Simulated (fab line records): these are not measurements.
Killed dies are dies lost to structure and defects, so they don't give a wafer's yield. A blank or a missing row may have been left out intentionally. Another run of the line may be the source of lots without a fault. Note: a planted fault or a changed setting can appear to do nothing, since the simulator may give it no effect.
Which tool is to blame? -- flow nand-harc -- 23 lots with 69 wafers sampled at 6 steps, on a route of 1302 steps

## WHAT THE GAUGES SHOWED, per wafer
Not one reading of a measure or inspect step in the record can be checked against a usual standard deviation.

## EACH LOT AND THE TOOL THAT RAN IT (in order: tool; ch and the chambers of the sampled wafers; start)
lot,NHARC_P_M1_PRE_CLEAN_30,NHARC_P_M2_PVD_20,NHARC_P_BONDPAD_ETCH_37,NHARC_P_BONDPAD_STRIP_15,NHARC_A_CHANNEL_HOLE_D1_ETCH_34,NHARC_A_CHANNEL_FILL_D1_STRIP_29
L074,"pvd-sputter-01, day 6 18:49 or earlier","pvd-sputter-02, day 6 18:49 or earlier","rie-diel-04 ch 0,1,3, day 6 18:49","rie-diel-05 ch 0,3, day 6 19:07","rie-diel-08 ch 1,2,3, no start","rie-diel-06 ch 0,2,3, no start"
L075,"pvd-sputter-01, day 6 22:17 or earlier","pvd-sputter-03, day 6 22:17 or earlier","rie-diel-04 ch 0,1,3, day 6 22:17","rie-diel-09 ch 1,2,3, day 6 22:35","rie-diel-02 ch 0,2,3, no start","rie-diel-13 ch 1,2,3, no start"
L076,"pvd-sputter-01, day 7 12:08 or earlier","pvd-sputter-03, day 7 12:08 or earlier","rie-diel-04 ch 0,1,2, day 7 12:08","rie-diel-05 ch 1,2,3, day 7 12:26","rie-diel-10 ch 0,2,3, no start","rie-diel-12 ch 0,2,3, no start"
L077,"pvd-sputter-02, day 7 23:46 or earlier","pvd-sputter-03, day 7 23:46 or earlier","rie-diel-04 ch 0,2, day 7 23:46","rie-diel-09 ch 0,2,3, day 8 00:03","rie-diel-10 ch 0,1, no start","rie-diel-13 ch 0,2,3, no start"
L078,"pvd-sputter-01, day 8 01:20 or earlier","pvd-sputter-03, day 8 01:20 or earlier","rie-diel-05 ch 1,2,3, day 8 01:20","rie-diel-04 ch 0,1,3, day 8 01:37","rie-diel-10 ch 1,2,3, no start","rie-diel-13 ch 2,3, no start"
L079,"pvd-sputter-03, day 8 14:24 or earlier","pvd-sputter-01, day 8 14:24 or earlier","rie-diel-05 ch 1,2,3, day 8 14:24","rie-diel-09 ch 0,1,2, day 8 14:42","rie-diel-10 ch 1,2,3, no start","rie-diel-06 ch 0,1,3, no start"
L080,"pvd-sputter-02, day 9 04:50 or earlier","pvd-sputter-02, day 9 04:50 or earlier","rie-diel-04 ch 0,1,3, day 9 04:50","rie-diel-05 ch 1,2,3, day 9 05:08","rie-diel-02 ch 0,1,2, no start","rie-diel-13 ch 0,1,3, no start"
L081,"pvd-sputter-02, day 10 00:02 or earlier","pvd-sputter-02, day 10 00:02 or earlier","rie-diel-05 ch 0,1,3, day 10 00:02","rie-diel-04 ch 0,1,2, day 10 00:20","rie-diel-10 ch 2,3, no start","rie-diel-12 ch 2,3, no start"
L082,"pvd-sputter-01, day 10 08:51 or earlier","pvd-sputter-03, day 10 08:51 or earlier","rie-diel-04 ch 0,2, day 10 08:51","rie-diel-05 ch 0,1, day 10 09:11","rie-diel-10 ch 2,3, day 14 04:48 or earlier","rie-diel-13 ch 1,3, day 14 04:48"
L083,"pvd-sputter-03, day 10 10:25 or earlier","pvd-sputter-02, day 10 10:25 or earlier","rie-diel-09 ch 0,2,3, day 10 10:25","rie-diel-04 ch 1,2, day 10 10:43","rie-diel-10 ch 0,2,3, day 14 04:52 or earlier","rie-diel-13 ch 2,3, day 14 04:52"
L084,"pvd-sputter-02, day 11 05:53 or earlier","pvd-sputter-01, day 11 05:53 or earlier","rie-diel-05 ch 0,1,3, day 11 05:53","rie-diel-09 ch 0,2,3, day 11 06:12","rie-diel-02 ch 1,2, no start","rie-diel-13 ch 0,2,3, no start"
L086,"pvd-sputter-03, day 11 17:20 or earlier","pvd-sputter-01, day 11 17:20 or earlier","rie-diel-05 ch 0,1,2, day 11 17:20","rie-diel-09 ch 0,3, day 11 17:38","rie-diel-10 ch 2,3, day 15 12:14 or earlier","rie-diel-06 ch 0,1, day 15 12:14"
L087,"pvd-sputter-03, day 11 22:08 or earlier","pvd-sputter-01, day 11 22:08 or earlier","rie-diel-09 ch 2,3, day 11 22:08","rie-diel-05 ch 1,3, day 11 22:25","rie-diel-10 ch 0,2, no start","rie-diel-12 ch 0,1,2, no start"
L088,"pvd-sputter-02, day 12 14:40 or earlier","pvd-sputter-01, day 12 14:40 or earlier","rie-diel-05 ch 2,3, day 12 14:40","rie-diel-09 ch 1,3, day 12 14:58","rie-diel-10 ch 0,1,2, no start","rie-diel-13 ch 0,1,2, no start"
L089,"pvd-sputter-01, day 12 14:50 or earlier","pvd-sputter-03, day 12 14:50 or earlier","rie-diel-04 ch 0,2,3, day 12 14:50","rie-diel-05 ch 1,2, day 12 15:08","rie-diel-08 ch 0,3, no start","rie-diel-12 ch 0,1,3, no start"
L090,"pvd-sputter-03, day 13 12:13 or earlier","pvd-sputter-03, day 13 12:13 or earlier","rie-diel-05 ch 0,3, day 13 12:13","rie-diel-04 ch 0,1,2, day 13 12:33","rie-diel-10 ch 0,1,3, no start","rie-diel-06 ch 1,2, no start"
L091,"pvd-sputter-01, day 13 14:05 or earlier","pvd-sputter-03, day 13 14:05 or earlier","rie-diel-05 ch 1,2, day 13 14:05","rie-diel-04 ch 1,2,3, day 13 14:25","rie-diel-02 ch 1,2, no start","rie-diel-13 ch 0,1,3, no start"
L092,"pvd-sputter-01, day 13 22:17 or earlier","pvd-sputter-03, day 13 22:17 or earlier","rie-diel-04 ch 0,2,3, day 13 22:17","rie-diel-09 ch 0,1, day 13 22:37","rie-diel-10 ch 0,1,3, no start","rie-diel-06 ch 0,3, no start"
L093,"pvd-sputter-01, day 14 09:55 or earlier","pvd-sputter-02, day 14 09:55 or earlier","rie-diel-05 ch 0,1, day 14 09:55","rie-diel-04 ch 0,2, day 14 10:14","rie-diel-10 ch 1,2, day 16 04:40","rie-diel-13 ch 0,3, no start"
L094,"pvd-sputter-02, day 15 01:49 or earlier","pvd-sputter-01, day 15 01:49 or earlier","rie-diel-04 ch 1,2,3, day 15 01:49","rie-diel-09 ch 1,2, day 15 02:08","rie-diel-10 ch 2,3, no start","rie-diel-12 ch 0,1,2, no start"
L095,"pvd-sputter-02, day 15 05:15 or earlier","pvd-sputter-02, day 15 05:15 or earlier","rie-diel-04 ch 0,2,3, day 15 05:15","rie-diel-09 ch 0,1,2, day 15 05:37","rie-diel-10 ch 0,2,3, no start","rie-diel-13 ch 2,3, no start"
L096,"pvd-sputter-02, day 15 18:04 or earlier","pvd-sputter-01, day 15 18:04 or earlier","rie-diel-05 ch 0,1,2, day 15 18:04","rie-diel-04 ch 0,2,3, day 15 18:23","rie-diel-10 ch 0,1,3, no start","rie-diel-06 ch 1,2,3, no start"
L097,"pvd-sputter-02, day 16 03:53 or earlier","pvd-sputter-02, day 16 03:53 or earlier","rie-diel-05 ch 1,2, day 16 03:53","rie-diel-04 ch 0,2, day 16 04:11","rie-diel-10 ch 0,1, no start","rie-diel-13 ch 2,3, no start"
- NHARC_P_M1_PRE_CLEAN_30: time 30 s.
- NHARC_P_M2_PVD_20: deposits TaN, target thk 5 nm, time 8.06 s.
- NHARC_P_BONDPAD_ETCH_37: etches the open film in N2/H2, target depth 60 nm, overetch 18 nm, time 65.91 s.
- NHARC_P_BONDPAD_STRIP_15: strips in O2.
- NHARC_A_CHANNEL_HOLE_D1_ETCH_34: etches the open film in CF4/CHF3, target depth 154 nm, time 77 s.
- NHARC_A_CHANNEL_FILL_D1_STRIP_29: strips in O2, time 20 s.

## AS READ BY THE TOOLS THEMSELVES (means over the sampled wafers that have a number; for cases with no such wafer, the mark the record gives instead)
NHARC_P_M1_PRE_CLEAN_30. Usual: 410 W for heater-power-w, sd 51.
lot,tool,heater-power-w (W),flag
L074,pvd-sputter-01,419,
L075,pvd-sputter-01,385,
L076,pvd-sputter-01,412,
L077,pvd-sputter-02,445,
L078,pvd-sputter-01,386,
L079,pvd-sputter-03,406,
L080,pvd-sputter-02,390,
L081,pvd-sputter-02,390,
L082,pvd-sputter-01,400,
L083,pvd-sputter-03,395,
L084,pvd-sputter-02,422,
L086,pvd-sputter-03,360,
L087,pvd-sputter-03,374,
L088,pvd-sputter-02,448,
L089,pvd-sputter-01,432,
L090,pvd-sputter-03,412,
L091,pvd-sputter-01,379,
L092,pvd-sputter-01,414,
L093,pvd-sputter-01,393,
L094,pvd-sputter-02,469,
L095,pvd-sputter-02,476,
L096,pvd-sputter-02,430,
L097,pvd-sputter-02,394,

NHARC_P_M2_PVD_20. Usual: 29.9 % for throttle-valve-pct, sd 0.73.
lot,tool,throttle-valve-pct (%),flag
L074,pvd-sputter-02,30.9,
L075,pvd-sputter-03,28.9,
L076,pvd-sputter-03,29.6,
L077,pvd-sputter-03,29.4,
L078,pvd-sputter-03,29.7,
L079,pvd-sputter-01,30.4,
L080,pvd-sputter-02,30.7,
L081,pvd-sputter-02,30.5,
L082,pvd-sputter-03,29.6,
L083,pvd-sputter-02,30.8,
L084,pvd-sputter-01,30.0,
L086,pvd-sputter-01,30.0,
L087,pvd-sputter-01,29.7,
L088,pvd-sputter-01,29.8,
L089,pvd-sputter-03,29.9,
L090,pvd-sputter-03,29.5,
L091,pvd-sputter-03,29.3,
L092,pvd-sputter-03,29.5,
L093,pvd-sputter-02,31.1,
L094,pvd-sputter-01,30.2,
L095,pvd-sputter-02,30.1,
L096,pvd-sputter-01,29.9,
L097,pvd-sputter-02,30.2,

NHARC_P_BONDPAD_ETCH_37. Usual: drypump-motor-current-A 5.8 A, standard deviation 0.58; oes-product-au 0.999 a.u., standard deviation 0.0072; rf-vpp-V 431.4 V, standard deviation 2.8; showerhead-plenum-p-Torr 2.07 Torr, standard deviation 0.095; throttle-valve-pct 14.170 %, standard deviation 0.009.
lot,tool,drypump-motor-current-A (A),oes-product-au (a.u.),rf-vpp-V (V),showerhead-plenum-p-Torr (Torr),throttle-valve-pct (%),flag
L074,rie-diel-04,5.9,1.000,431.4,2.06,14.170,
L075,rie-diel-04,5.8,1.003,431.2,2.06,14.166,
L076,rie-diel-04,5.7,0.993,432.5,2.13,14.160,
L077,rie-diel-04,6.0,0.995,434.5,2.18,14.168,
L078,rie-diel-05,6.0,0.994,431.3,2.05,14.169,
L079,rie-diel-05,6.0,1.003,431.4,2.05,14.176,
L080,rie-diel-04,5.8,1.001,431.5,2.06,14.169,
L081,rie-diel-05,5.6,0.996,432.5,2.08,14.168,
L082,rie-diel-04,5.7,1.003,434.6,2.16,14.170,
L083,rie-diel-09,6.0,1.001,433.2,2.14,14.174,
L084,rie-diel-05,5.6,0.995,430.9,2.08,14.170,
L086,rie-diel-05,5.8,0.994,430.5,2.02,14.174,
L087,rie-diel-09,6.2,1.002,430.7,2.09,14.184,
L088,rie-diel-05,5.7,0.995,430.7,2.02,14.166,
L089,rie-diel-04,6.1,1.000,431.3,2.11,14.171,
L090,rie-diel-05,5.3,1.005,431.4,2.05,14.173,
L091,rie-diel-05,6.1,1.002,428.4,1.99,14.175,
L092,rie-diel-04,6.2,0.999,431.5,2.11,14.164,
L093,rie-diel-05,5.4,0.996,431.3,2.05,14.169,
L094,rie-diel-04,6.1,1.000,431.5,2.08,14.176,
L095,rie-diel-04,6.2,0.990,432.3,2.11,14.161,
L096,rie-diel-05,5.8,0.995,429.8,2.02,14.175,
L097,rie-diel-05,6.3,1.004,430.9,2.08,14.177,

NHARC_P_BONDPAD_STRIP_15. Usual: drypump-motor-current-A 6.0 A, standard deviation 0.52; oes-product-au 0.999 a.u., standard deviation 0.007; rf-vpp-V 57.7 V, standard deviation 0.89; showerhead-plenum-p-Torr 3.59 Torr, standard deviation 0.15; throttle-valve-pct 17.037 %, standard deviation 0.0086.
lot,tool,drypump-motor-current-A (A),oes-product-au (a.u.),rf-vpp-V (V),showerhead-plenum-p-Torr (Torr),throttle-valve-pct (%),flag
L074,rie-diel-05,5.1,0.988,57.2,3.50,17.028,
L075,rie-diel-09,6.4,0.996,58.3,3.56,17.043,
L076,rie-diel-05,6.0,0.984,58.6,3.54,17.036,
L077,rie-diel-09,6.1,1.005,57.8,3.68,17.030,
L078,rie-diel-04,5.8,1.000,57.0,3.56,17.039,
L079,rie-diel-09,6.2,0.996,57.7,3.58,17.040,
L080,rie-diel-05,6.0,0.998,57.8,3.54,17.032,
L081,rie-diel-04,5.7,0.996,58.3,3.68,17.032,
L082,rie-diel-05,5.4,0.994,56.8,3.55,17.040,
L083,rie-diel-04,6.0,1.002,56.9,3.71,17.036,
L084,rie-diel-09,6.0,0.995,58.2,3.68,17.036,
L086,rie-diel-09,6.1,1.001,57.9,3.74,17.034,
L087,rie-diel-05,6.2,1.004,58.3,3.68,17.041,
L088,rie-diel-09,6.4,0.998,56.7,3.61,17.038,
L089,rie-diel-05,6.1,1.008,58.1,3.45,17.028,
L090,rie-diel-04,5.8,1.002,57.9,3.68,17.041,
L091,rie-diel-04,6.1,1.000,58.3,3.59,17.042,
L092,rie-diel-09,6.4,1.001,57.2,3.53,17.041,
L093,rie-diel-04,5.8,0.997,57.9,3.72,17.037,
L094,rie-diel-09,6.5,0.996,58.1,3.45,17.038,
L095,rie-diel-09,6.2,0.999,57.8,3.57,17.038,
L096,rie-diel-04,6.2,1.001,57.5,3.63,17.035,
L097,rie-diel-04,6.0,0.993,58.7,3.75,17.045,

NHARC_A_CHANNEL_HOLE_D1_ETCH_34. Usual: chf3-flow-sccm 30.01 sccm, standard deviation 0.087; drypump-motor-current-A 5.66 A, standard deviation 0.29; oes-product-au 0.941 a.u., standard deviation 0.02; rf-vpp-V 371.6 V, standard deviation 2.2; showerhead-plenum-p-Torr 1.61 Torr, standard deviation 0.064; throttle-valve-pct 16.802 %, standard deviation 0.0097.
lot,tool,chf3-flow-sccm (sccm),drypump-motor-current-A (A),oes-product-au (a.u.),rf-vpp-V (V),showerhead-plenum-p-Torr (Torr),throttle-valve-pct (%),flag
L074,rie-diel-08,30.04,5.97,0.921,371.4,1.61,16.792,
L075,rie-diel-02,29.97,6.10,0.921,370.2,1.56,16.803,
L076,rie-diel-10,30.03,5.51,0.932,372.0,1.61,16.799,
L077,rie-diel-10,30.03,5.67,0.929,371.9,1.61,16.796,
L078,rie-diel-10,30.00,5.53,0.927,370.9,1.59,16.802,
L079,rie-diel-10,29.92,5.51,0.929,372.0,1.59,16.800,
L080,rie-diel-02,30.06,6.00,0.972,372.6,1.62,16.806,
L081,rie-diel-10,30.04,5.47,0.961,372.0,1.63,16.810,
L082,rie-diel-10,29.99,5.47,0.967,372.6,1.63,16.805,
L083,rie-diel-10,29.99,5.50,0.963,372.1,1.61,16.806,
L084,rie-diel-02,30.09,5.85,0.940,373.5,1.66,16.795,
L086,rie-diel-10,30.04,5.42,0.972,370.5,1.57,16.801,
L087,rie-diel-10,30.00,5.59,0.928,373.2,1.65,16.800,
L088,rie-diel-10,30.01,5.63,0.972,371.6,1.63,16.802,
L089,rie-diel-08,29.93,6.29,0.927,370.8,1.59,16.808,
L090,rie-diel-10,30.07,5.57,0.921,371.0,1.57,16.802,
L091,rie-diel-02,29.98,5.81,0.954,373.1,1.66,16.796,
L092,rie-diel-10,30.05,5.56,0.929,369.7,1.57,16.800,
L093,rie-diel-10,30.10,5.61,0.935,372.1,1.64,16.794,
L094,rie-diel-10,29.95,5.47,0.924,371.4,1.63,16.804,
L095,rie-diel-10,29.96,5.50,0.925,371.9,1.61,16.808,
L096,rie-diel-10,30.08,5.57,0.927,370.7,1.57,16.804,
L097,rie-diel-10,29.97,5.68,0.926,370.3,1.59,16.799,

NHARC_A_CHANNEL_FILL_D1_STRIP_29. Usual: drypump-motor-current-A 5.5 A, standard deviation 0.43; oes-product-au 1.001 a.u., standard deviation 0.0071; rf-vpp-V 58.1 V, standard deviation 0.89; showerhead-plenum-p-Torr 3.59 Torr, standard deviation 0.17; throttle-valve-pct 17.036 %, standard deviation 0.0086.
lot,tool,drypump-motor-current-A (A),oes-product-au (a.u.),rf-vpp-V (V),showerhead-plenum-p-Torr (Torr),throttle-valve-pct (%),flag
L074,rie-diel-06,5.6,1.004,58.8,3.63,17.042,
L075,rie-diel-13,5.3,1.008,59.1,3.69,17.035,
L076,rie-diel-12,5.7,1.006,58.1,3.47,17.041,
L077,rie-diel-13,5.4,0.994,57.7,3.61,17.042,
L078,rie-diel-13,5.1,1.004,57.6,3.69,17.043,
L079,rie-diel-06,5.5,0.997,57.7,3.49,17.038,
L080,rie-diel-13,5.8,1.004,58.8,3.71,17.035,
L081,rie-diel-12,6.1,1.005,57.8,3.54,17.036,
L082,rie-diel-13,5.7,1.002,58.6,3.79,17.045,
L083,rie-diel-13,5.0,1.002,58.3,3.69,17.037,
L084,rie-diel-13,5.3,0.999,58.7,3.61,17.037,
L086,rie-diel-06,5.4,0.997,58.5,3.62,17.035,
L087,rie-diel-12,5.4,1.000,58.5,3.47,17.037,
L088,rie-diel-13,5.7,1.000,58.3,3.60,17.036,
L089,rie-diel-12,5.6,0.999,57.7,3.44,17.038,
L090,rie-diel-06,5.5,1.002,58.2,3.64,17.038,
L091,rie-diel-13,5.8,0.990,58.9,3.70,17.033,
L092,rie-diel-06,5.7,1.004,58.6,3.49,17.036,
L093,rie-diel-13,5.4,0.997,58.4,3.70,17.036,
L094,rie-diel-12,5.4,1.011,57.7,3.47,17.031,
L095,rie-diel-13,5.0,0.995,58.5,3.68,17.043,
L096,rie-diel-06,5.6,1.007,58.3,3.49,17.032,
L097,rie-diel-13,5.0,0.997,58.0,3.68,17.030,

## THE ANSWER, worked out from the rows above alone
Rule: lot off if the mean of its wafers having a number is beyond 3 standard deviations from the usual mean. Also off: a lot with no number at a reading for which 4 or more lots have one. Where the step has rows for the other lots, those lots are counted as sound. The gauges are gone through in route order, then the tools' own readings, and for those a lot's mean is taken as printed above. At the first step where some lot is off, the reading lying furthest off is the one used; lots without a number count as furthest.
Nothing can be told from this: no lot is off at any reading shown.

## WHAT THE SIMULATOR HAD PUT IN
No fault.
